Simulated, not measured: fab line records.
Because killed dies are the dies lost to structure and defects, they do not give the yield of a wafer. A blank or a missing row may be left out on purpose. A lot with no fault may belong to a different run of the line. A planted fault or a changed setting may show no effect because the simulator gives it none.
Code-filled problem report in 8D (eight disciplines) form | flow nandHarc | the parts of the form that need people (team, actions taken, sign-off) are left out

## 1. THE PROBLEM
At NHARC_END_SORT_01, killedAtArray averages 672 over 9 wafers from 3 lots, while fault-free wafers read 64, standard deviation 16. That is +38 standard deviations from the usual mean.
The first sign was on wafer L587.1 at day 30 03:11, on prober-01. The record holds 9 wafers of 3 lots with a number at this step. The rule behind "out" and "out of limits": a value lying over 4 standard deviations away from the usual mean. The other wafers with a number count as sound.

## 2. WHAT IT IS AND WHAT IT IS NOT
question                    | is                        | is not
which readings at this step | killedAtArray, killedDies | killedAtOther, killedAtPeriphery, killedShort
which lots                  | L587, L591, L592          | -
which wafers of those lots  | all that have a number    | -
read on which gauges        | prober-01, prober-02      | -
when                        | from day 30 03:11         | up to then (0 sound wafers)

## 3. SUSPECTS, AND WHAT RULES EACH OUT
Counting: a tool stays on the suspect list if, at a process step up to the reading, it processed all lots that are out and no sound lot following the first of them.
- ruled out: the gauge at NHARC_END_SORT_01. Those wafers that are out were read across 2 gauges (prober-01, prober-02).
- pecvd-01 at NHARC_A_CONTACT_DEP_58 (deposits SiON, target thk 90 nm): kept. It ran every lot that is out, first L587 (day 27 11:01), and no sound lot after that.
The count leaves pecvd-01 at NHARC_A_CONTACT_DEP_58.

## 4. THE CAUSE (what the simulator had put in)
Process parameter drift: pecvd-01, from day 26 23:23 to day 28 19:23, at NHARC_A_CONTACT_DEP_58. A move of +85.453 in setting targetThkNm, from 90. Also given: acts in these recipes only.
Only this tool survived the counting.

## 5. SEQUENCE OF EFFECTS, ordered by route
Each row: a reading whose mean over the struck wafers that have a number lies more than 3 standard deviations from the usual. Readings are gone through only where the record gives a usual standard deviation; hours: the median, over the lots, of the time from a lot's start at the first step in this table giving one to that lot's start at this step; sigmas: the change measured in usual standard deviations.
hours | step              | reading       | usual | on struck wafers | change | sigmas
0     | NHARC_END_SORT_01 | killedAtArray | 64    | 672              | +608   | +38
0     | NHARC_END_SORT_01 | killedDies    | 69    | 677              | +608   | +36

## 6. WHAT WOULD HAVE CAUGHT IT SOONER
76 hours passed between the start of the fault at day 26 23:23 and the first reading out of limits at a measuring or inspecting step in this record, taken at day 30 03:11.
Tool readings at NHARC_A_CONTACT_DEP_58 with a usual standard deviation given in the record: none out on any struck wafer, hence no alarm at a limit of 4 standard deviations on them.
By day 30 03:11, every lot that is out (3) had started NHARC_A_CONTACT_DEP_58 on pecvd-01. Holding the tool at that point would not have protected any of them.
